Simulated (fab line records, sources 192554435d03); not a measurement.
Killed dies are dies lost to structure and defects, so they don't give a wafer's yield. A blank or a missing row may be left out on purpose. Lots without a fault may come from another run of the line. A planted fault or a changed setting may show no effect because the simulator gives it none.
Chamber matching | flow n5_finfet | N5_BEOL_M0_DEP_125 on pecvd-02: 3 sister chambers
The step deposits SiCN from 3MS/NH3, target thk 8 nm, time 14 s. 3 wafers are shown with their chamber, then 11 later ones without.

WAFERS WITH THEIR CHAMBER
wafer  | chamber | throttle_valve_pct (%)
L088.2 | 2       | 8.5
L088.5 | 0       | 9.9
L091.3 | 1       | 8.8

WAFERS WITHOUT THEIR CHAMBER
wafer  | throttle_valve_pct (%)
L091.4 | 9.7
L091.6 | 8.5
L090.2 | 9.7
L090.3 | 9.0
L090.4 | 8.9
L094.1 | 9.0
L094.2 | 8.3
L094.3 | 9.6
L095.1 | 8.7
L095.4 | 8.4
L095.5 | 8.7

WHICH CHAMBER EACH WENT THROUGH
wafer  | from the rows above     | in truth
L091.4 | 0                       | 0
L091.6 | can't be placed: 2 or 1 | 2
L090.2 | 0                       | 0
L090.3 | can't be placed: 1 or 2 | 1
L090.4 | can't be placed: 1 or 2 | 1
L094.1 | can't be placed: 1 or 2 | 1
L094.2 | can't be placed: 2 or 1 | 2
L094.3 | 0                       | 0
L095.1 | can't be placed: 1 or 2 | 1
L095.4 | can't be placed: 2 or 1 | 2
L095.5 | can't be placed: 1 or 2 | 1
Placed correctly: 3 of 11. Can't be placed from these rows: 8 (the true chamber is among the candidates in 8). Placed wrongly: 0.
How it was worked out, from the rows above alone: a wafer's distance from a chamber is the root of the sum, over the readings, of the square of ((its reading less the chamber's mean) divided by the reading's scatter). The wafer belongs to the nearest chamber; if the next one is less than 2 further off, it can't be placed. A chamber's mean is the mean of its shown wafers. The scatter: with one shown wafer a chamber, the root of the mean of the squares of how far each hidden wafer lies from its nearest shown one.
